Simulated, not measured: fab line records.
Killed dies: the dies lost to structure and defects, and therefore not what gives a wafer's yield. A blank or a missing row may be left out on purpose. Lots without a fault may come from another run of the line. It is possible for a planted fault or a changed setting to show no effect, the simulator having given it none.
Lot-split experiment	flow n5Finfet	route with 1938 steps; 7 lots, 21 wafers read

SPLIT DETAILS
At N5_BEOL_M5_COAT_66 (time 60 s, resist thk 12 nm), the setting spinRpm was moved away from the recipe's 1500 rpm on 7 of the 21 wafers read, by -10.8% to +7.4%. The other wafers ran this setting at the recipe's value.

FROM THE SPLIT TO THE READING: what the file shows between them, 6 steps
- N5_BEOL_M5_COAT_74: time 60 s, resist thk 5 nm (also split here: spinRpm)
- N5_BEOL_M5_COAT_22: resist thk 30 nm
- N5_BEOL_M5_EBR_24
- N5_BEOL_M5_DESCUM_33: chemistry O2, time 7 s
- N5_BEOL_M5_ETCH_75: etches underlayer in N2/H2, target depth 6.5 nm, time 5.2 s
- N5_BEOL_M5_ETCH_67: etches SiARC in CF4, target depth 15.6 nm, time 26 s

THE READING
SiARC_of_BEOL_M5_COAT_66.thkNm (the simulator's own value, which no gauge read), in nm, at N5_BEOL_M5_ETCH_68 (etches SOC in N2/H2, target depth 80 nm, overetch 16 nm, time 120 s). There is no usual value for it anywhere in the file. The 14 wafers here that ran the recipe average 6.4 nm, standard deviation 0.13 nm.

wafer	tool, chamber at the split	spinRpm as run, rpm	against the recipe	SiARC_of_BEOL_M5_COAT_66.thkNm, nm	against lot-mates on the recipe
L075.1	lithoTrack-05, 0	1500	recipe	6.6	-
L075.4	lithoTrack-05, 0	1500	recipe	6.4	-
L075.5	lithoTrack-05, 0	1500	recipe	6.4	-
L077.4	lithoTrack-04, 0	1589	+5.9%	6	-0.2
L077.5	lithoTrack-04, 0	1589	+5.9%	6	-0.2
L077.6	lithoTrack-04, 0	1500	recipe	6.2	-
L079.1	lithoTrack-03, 0	1500	recipe	6.4	-
L079.6	lithoTrack-03, 0	1500	recipe	6.4	-
L079.4	lithoTrack-03, 0	1338	-10.8%	7.4	+1.0
L082.3	lithoTrack-03, 0	1500	recipe	6.4	-
L082.4	lithoTrack-03, 0	1500	recipe	6.4	-
L082.5	lithoTrack-03, 0	1500	recipe	6.4	-
L085.3	lithoTrack-04, 0	1590	+6.0%	6.2	-0.4
L085.5	lithoTrack-04, 0	1500	recipe	6.4	-
L085.6	lithoTrack-04, 0	1500	recipe	6.8	-
L086.2	lithoTrack-04, 0	1500	recipe	6.6	-
L086.4	lithoTrack-04, 0	1500	recipe	6.4	-
L086.6	lithoTrack-04, 0	1611	+7.4%	6	-0.5
L092.3	lithoTrack-03, 0	1500	recipe	6.4	-
L092.4	lithoTrack-03, 0	1608	+7.2%	6	-0.4
L092.5	lithoTrack-03, 0	1608	+7.2%	6	-0.4

THE FIT
A straight line over all 21 wafers: SiARC_of_BEOL_M5_COAT_66.thkNm changes by -0.0721 nm for each +1% of spinRpm; r = -0.92; the points scatter about the line by 0.13 nm.
The same after taking each lot's own level away (the mean of its wafers on the recipe; 21 wafers): -0.0688 nm for each +1%; r = -0.93; scatter 0.12 nm.
According to that fit, moving spinRpm by its largest amount changes the reading by 0.74 nm.
The span of the lots' own levels, 6.20 to 6.60 nm, comes to 3.0 times the standard deviation stated above.
Hence the lot-to-lot level has little effect on the slope; both slopes agree.
Check: for one of the wafers moved furthest among these (-10.8%), held out of the fit, the line's prediction against its lot-mates is +0.586 nm. It came out at +1 nm against them.

THE OTHER SPLITS THESE WAFERS WENT THROUGH
Other splits were also applied to these wafers ahead of the reading. Each is held against what the fit with the lots' levels taken away leaves over:
other split on the same wafers	wafers away from the commonest value	r with SiARC_of_BEOL_M5_COAT_66.thkNm (lot level and that fit taken away)
N5_BEOL_M2_COAT_67 spinRpm	7	+0.01
N5_BEOL_M3_COAT_05 spinRpm	4	-0.04
N5_BEOL_M3_ETCH_70 sourceW	4	+0.26
N5_BEOL_M4_COAT_73 spinRpm	5	+0.15
N5_BEOL_M5_ILD_DEP_00 timeS	6	+0.16
N5_BEOL_M5_PECVD_70 timeS	6	+0.21
N5_BEOL_M5_COAT_74 spinRpm	8	-0.15

THE WHOLE CHAIN: every reading that the file lists as answering this split, in the file's order
step	what it does	reading	change (the file's fit)	r (the file's)
N5_BEOL_M5_COAT_66	time 60 s, resist thk 12 nm	SiARC_of_BEOL_M5_COAT_66.thkNm (the simulator's own value, which no gauge read)	-0.0654 nm for each +1% of the setting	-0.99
N5_BEOL_M5_ETCH_67	etches SiARC in CF4, target depth 15.6 nm, time 26 s	etchRfOnTimeS	withheld for each +1% of the setting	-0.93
N5_BEOL_M5_ETCH_67	etches SiARC in CF4, target depth 15.6 nm, time 26 s	etch.depthNm (the simulator's own value, which no gauge read)	-0.0588 nm for each +1% of the setting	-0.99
N5_BEOL_M5_ETCH_67	etches SiARC in CF4, target depth 15.6 nm, time 26 s	CAR-EUV_of_BEOL_M5_COAT_22.thkNm (the simulator's own value, which no gauge read)	+0.0498 nm for each +1% of the setting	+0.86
N5_BEOL_M5_ETCH_68	etches SOC in N2/H2, target depth 80 nm, overetch 16 nm, time 120 s	SiARC_of_BEOL_M5_COAT_66.thkNm (the simulator's own value, which no gauge read)	-0.0712 nm for each +1% of the setting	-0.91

THE FILE'S OWN FIT
SiARC_of_BEOL_M5_COAT_66.thkNm changes by -0.0712 nm for each +1% of spinRpm, r = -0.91.
